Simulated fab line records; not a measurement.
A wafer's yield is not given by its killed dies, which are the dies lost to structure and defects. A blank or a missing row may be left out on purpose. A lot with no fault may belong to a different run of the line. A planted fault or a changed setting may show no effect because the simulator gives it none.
Chamber matching | flow nand harc | NHARC_A_CONTACT_ETCH_96 on rie diel-13 has 4 sister chambers
The step etches the open film in C4F6/O2, target depth 20 nm, time 10 s. 4 wafers are shown with their chamber, then 8 later ones without.

WAFERS PAIRED WITH THEIR CHAMBERS
wafer  | chamber | showerhead plenum p Torr (Torr)
L819.5 | 2       | 4.06
L819.6 | 1       | 4.00
L820.6 | 0       | 3.91
L822.2 | 3       | 4.00

WAFERS WITH NO CHAMBER GIVEN
wafer  | showerhead plenum p Torr (Torr)
L822.3 | 4.00
L822.5 | 4.00
L826.4 | 3.99
L826.5 | 3.99
L826.6 | 4.05
L830.1 | 3.99
L830.2 | 4.05
L830.6 | 3.99

WHICH CHAMBER EACH ONE RAN IN
wafer  | from the rows above     | in truth
L822.3 | can't be placed: 1 or 3 | 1
L822.5 | can't be placed: 1 or 3 | 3
L826.4 | can't be placed: 1 or 3 | 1
L826.5 | can't be placed: 1 or 3 | 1
L826.6 | 2                       | 2
L830.1 | can't be placed: 1 or 3 | 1
L830.2 | 2                       | 2
L830.6 | can't be placed: 1 or 3 | 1
2 of 8 placed correctly. Cannot be placed on the basis of these rows: 6; the candidates contain the true chamber in 6. Number placed wrongly: 0.
How it was worked out, from the rows above alone: a wafer's distance from a chamber is the root of the sum, over the readings, of the square of ((its reading less the chamber's mean) divided by the reading's scatter). The wafer belongs to the nearest chamber; if the next one is less than 2 further off, it can't be placed. A chamber's mean is the mean of its shown wafers. The scatter (one wafer shown for each chamber): square how far every hidden wafer sits from the nearest shown wafer, average those squares and take the square root.
